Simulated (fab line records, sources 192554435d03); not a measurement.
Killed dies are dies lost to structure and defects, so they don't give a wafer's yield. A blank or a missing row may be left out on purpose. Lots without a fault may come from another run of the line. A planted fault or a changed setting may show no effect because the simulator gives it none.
Which tool did it? | flow n5_finfet | 10 lots, 28 wafers sampled, at 1 step of a route of 1938

WHAT THE GAUGES READ, wafer by wafer
N5_BEOL_M4_RC_MEAS_101.
lot  | measured     | on        | DIBL_N (mV/V)  | DIBL_P (mV/V)  | IOFF_N (nA/um)    | IOFF_P (nA/um) | ION_N (uA/um) | ION_P (uA/um) | SS_N (mV/dec)  | SS_P (mV/dec)  | VT_N (mV)   | VT_P (mV)
L583 | day 8 04:13  | prober-01 | 32.7 35.3      | 32.0 35.6      | 0.112 0.149       | 0.15 0.19      | 668 671       | 454 462       | 70.4 71.5      | 72.0 72.9      | 253 249     | -257 -253
L585 | day 9 08:10  | prober-01 | 33.3 34.5 34.5 | 33.7 34.8 33.9 | 0.114 0.136 0.139 | 0.15 0.17 0.16 | 660 679 669   | 456 470 457   | 70.6 70.5 71.2 | 72.6 72.8 73.1 | 256 255 252 | -255 -252 -254
L593 | day 11 00:25 | prober-02 | 37.0 35.0 35.2 | 34.4 33.2 32.7 | 0.143 0.127 0.130 | 0.18 0.17 0.16 | 663 668 673   | 460 463 459   | 71.6 70.7 71.0 | 73.0 72.5 72.9 | 253 253 254 | -253 -256 -257
L594 | day 11 02:11 | prober-01 | 37.0 36.2 37.1 | 36.9 37.5 37.5 | 0.165 0.169 0.171 | 0.19 0.20 0.20 | 680 685 691   | 460 469 471   | 72.2 71.6 72.1 | 73.3 73.2 74.1 | 249 251 249 | -254 -252 -256
L595 | day 11 05:39 | prober-01 | 37.1 36.4 37.3 | 37.1 36.7 37.1 | 0.172 0.171 0.188 | 0.22 0.21 0.21 | 685 678 676   | 467 462 463   | 71.9 72.1 71.7 | 73.7 73.8 73.6 | 251 249 249 | -254 -251 -252
L596 | day 12 11:51 | prober-01 | 39.2 36.6 36.7 | 41.0 37.4 37.9 | 0.242 0.177 0.181 | 0.30 0.23 0.24 | 688 682 679   | 471 470 469   | 72.4 72.3 72.8 | 74.4 73.9 73.5 | 243 247 247 | -245 -248 -246
L598 | day 12 12:45 | prober-02 | 34.3 33.1 35.6 | 35.0 34.0 37.1 | 0.128 0.112 0.155 | 0.18 0.17 0.21 | 662 660 689   | 465 458 472   | 71.2 71.3 71.4 | 72.5 72.6 73.0 | 253 255 249 | -251 -252 -252
L597 | day 12 13:32 | prober-01 | 35.6 36.2 33.8 | 35.3 35.9 34.1 | 0.145 0.151 0.119 | 0.19 0.20 0.16 | 679 674 669   | 464 459 461   | 71.6 71.7 70.7 | 72.9 73.0 71.9 | 250 250 253 | -253 -252 -253
L603 | day 13 18:03 | prober-01 | 36.7 35.5      | 35.4 34.4      | 0.172 0.151       | 0.21 0.20      | 682 684       | 463 465       | 71.5 71.0      | 73.3 73.7      | 247 246     | -250 -248
L604 | day 13 21:29 | prober-02 | 36.5 35.6 36.0 | 36.4 35.2 35.8 | 0.155 0.144 0.139 | 0.19 0.16 0.17 | 671 678 670   | 453 456 452   | 72.0 71.4 71.6 | 73.5 73.4 73.5 | 250 251 249 | -254 -257 -253

WHICH TOOL RAN EACH LOT (tool, then ch and the chambers of the sampled wafers, then the start)
The record holds no process step before these readings.

WHAT THE TOOLS THEMSELVES READ (means of the sampled wafers that have a number; where no wafer has one, the mark that the record gives instead)
The record holds no such reading with a usual standard deviation.

THE ANSWER, worked out from the rows above alone
Rule: what is usual is taken from the lots themselves. Put in order of their means at a reading, lots are off if they are a third of the lots or fewer, leave a main group of 4 or more, and stand apart from it by a gap of 3 or more times the standard deviation of the main group's means; of several such gaps the widest counts. A main group whose means are all the same, to the digits that the tables above print for the reading, isn't used. A lot without any number at a reading at which 4 lots or more have one is off too. The other lots that the step has rows for count as sound. The gauges are gone through in route order, then the tools' own readings, and for those a lot's mean is taken as printed above. The first step at which some lot is off is used, and at that step the reading that is off furthest; a lot without a number counts as furthest.
No lot is off at any reading shown: from this, nothing can be told.

WHAT THE SIMULATOR HAD PUT IN
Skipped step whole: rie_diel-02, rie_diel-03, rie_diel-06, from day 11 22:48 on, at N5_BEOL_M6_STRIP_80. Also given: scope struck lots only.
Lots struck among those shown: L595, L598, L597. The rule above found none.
